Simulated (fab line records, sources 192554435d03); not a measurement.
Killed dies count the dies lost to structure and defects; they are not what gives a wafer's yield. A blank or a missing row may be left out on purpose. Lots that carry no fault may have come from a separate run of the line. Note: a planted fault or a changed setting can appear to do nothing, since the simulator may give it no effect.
Matching of chambers + flow n5_finfet + ald_sin-01 running N5_SDB_ALD_29: 4 sister chambers
The step deposits SiNx, target thk 30 nm, pulse time 1 s, ald cycles 600. 14 wafers are shown with their chamber, then 7 later ones without.

WAFERS, EACH WITH ITS CHAMBER
| wafer  | chamber | heater_power_w (W) | precursor_pulse_height_rel |
|--------|---------|--------------------|----------------------------|
| L076.1 | 1       | 784                | 1.046                      |
| L076.2 | 2       | 841                | 0.990                      |
| L076.5 | 3       | 783                | 0.991                      |
| L077.2 | 0       | 898                | 1.012                      |
| L077.4 | 2       | 841                | 1.015                      |
| L077.5 | 1       | 786                | 1.000                      |
| L079.2 | 2       | 839                | 0.999                      |
| L079.3 | 1       | 806                | 0.996                      |
| L079.4 | 0       | 891                | 1.011                      |
| L084.1 | 0       | 909                | 0.994                      |
| L084.3 | 3       | 795                | 1.014                      |
| L084.5 | 2       | 869                | 0.994                      |
| L091.1 | 0       | 913                | 1.006                      |
| L091.2 | 1       | 798                | 0.997                      |

SIGNATURES, as means of the wafers listed above
| reading                    | chamber 0 | chamber 1 | chamber 2 | chamber 3 | scatter within a chamber |
|----------------------------|-----------|-----------|-----------|-----------|--------------------------|
| heater_power_w             | 902.75    | 793.50    | 847.50    | 789.00    | 11.5                     |
| precursor_pulse_height_rel | 1.00575   | 1.00975   | 0.99950   | 1.00250   | 0.0161                   |
Rule: a wafer lies at a distance from a chamber equal to the root of the sum of squares, over the readings, of (its reading less the chamber's mean, divided by the reading's scatter). If the next closest chamber is less than 2 further off than the closest, the wafer can't be placed; otherwise it belongs to the closest. The scatter: the root of (the sum of the squares of (reading less its chamber's mean) over the shown wafers, divided by (wafers less chambers)).

WAFERS WITH NO CHAMBER GIVEN
| wafer  | heater_power_w (W) | precursor_pulse_height_rel |
|--------|--------------------|----------------------------|
| L091.4 | 840                | 0.977                      |
| L093.4 | 774                | 1.011                      |
| L093.5 | 930                | 0.987                      |
| L093.6 | 808                | 0.993                      |
| L097.1 | 917                | 0.993                      |
| L097.4 | 790                | 1.012                      |
| L097.6 | 809                | 1.023                      |

THE CHAMBER EACH PASSED THROUGH
| wafer  | from the rows above          | in truth |
|--------|------------------------------|----------|
| L091.4 | 2                            | 2        |
| L093.4 | can't be placed: 3 or 1      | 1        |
| L093.5 | 0                            | 0        |
| L093.6 | can't be placed: 1 or 3 or 2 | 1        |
| L097.1 | 0                            | 0        |
| L097.4 | can't be placed: 1 or 3      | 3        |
| L097.6 | can't be placed: 1 or 3      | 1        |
Placed correctly: 3 of 7. Unplaceable from these rows: 4, with the true chamber sitting among the candidates in 4. Placed wrongly: 0.
